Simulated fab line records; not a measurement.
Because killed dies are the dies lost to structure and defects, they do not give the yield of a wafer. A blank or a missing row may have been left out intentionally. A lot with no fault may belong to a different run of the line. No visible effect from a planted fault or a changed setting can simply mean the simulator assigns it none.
Chamber matching    flow n5Finfet    N5_BEOL_M6_DEP_56 on pecvd-03: 3 sister chambers
The step deposits SiCN from 3MS/NH3, target thk 10 nm, time 17.5 s. 22 wafers are shown with their chamber, then 11 later ones without.

WAFERS, EACH WITH ITS CHAMBER
wafer   chamber  throttleValvePct (%)  showerheadPlenumPTorr (Torr)
L080.2  1        9.9                   3.661
L080.3  0        9.1                   3.660
L080.6  0        9.3                   3.662
L079.1  2        9.0                   3.662
L079.3  1        10.2                  3.665
L079.4  0        9.3                   3.666
L085.2  0        9.2                   3.667
L085.3  2        9.0                   3.658
L085.5  0        9.4                   3.673
L088.1  0        9.5                   3.662
L088.2  2        8.8                   3.658
L088.3  0        9.4                   3.660
L088.4  2        8.9                   3.662
L088.5  2        8.9                   3.656
L088.6  0        9.3                   3.662
L086.1  0        9.1                   3.667
L086.3  1        10.1                  3.662
L086.5  1        9.6                   3.663
L087.1  2        9.0                   3.664
L087.3  0        9.2                   3.660
L087.6  0        9.2                   3.657
L090.1  0        9.3                   3.665

SIGNATURES (means of the wafers above)
reading                chamber 0  chamber 1  chamber 2  scatter within a chamber
throttleValvePct       9.275      9.950      8.933      0.146
showerheadPlenumPTorr  3.66342    3.66275    3.66000    0.00374
Rule: for each reading, subtract the chamber's mean from the wafer's reading, divide by that reading's scatter and square the result; add these up over the readings and take the root, which gives the wafer's distance from the chamber. The wafer belongs to the nearest chamber; if the next one is less than 2 further off, it can't be placed. The scatter: take each reading less its chamber's mean, square it, sum over the shown wafers, divide by the number of wafers less the number of chambers, and take the root.

WAFERS MISSING THEIR CHAMBER
wafer   throttleValvePct (%)  showerheadPlenumPTorr (Torr)
L090.3  9.0                   3.661
L090.5  9.0                   3.654
L092.2  8.7                   3.653
L092.3  9.3                   3.668
L092.6  9.3                   3.664
L097.2  9.2                   3.659
L097.3  8.9                   3.655
L097.5  10.0                  3.661
L096.1  8.9                   3.663
L096.2  9.4                   3.663
L096.5  10.2                  3.668

WHICH CHAMBER EACH ONE RAN IN
wafer    from the rows above       in truth
L090.3   can't be placed: 2 or 0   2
L090.5   can't be placed: 2 or 0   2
L092.2   2                         2
L092.3   0                         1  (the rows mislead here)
L092.6   0                         0
L097.2   can't be placed: 0 or 2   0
L097.3   2                         2
L097.5   1                         1
L096.1   can't be placed: 2 or 0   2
L096.2   0                         0
L096.5   1                         1
Placed correctly: 6 of 11. Not placeable from these rows: 4 (in 4, the candidates include the true chamber). Number placed wrongly: 1.
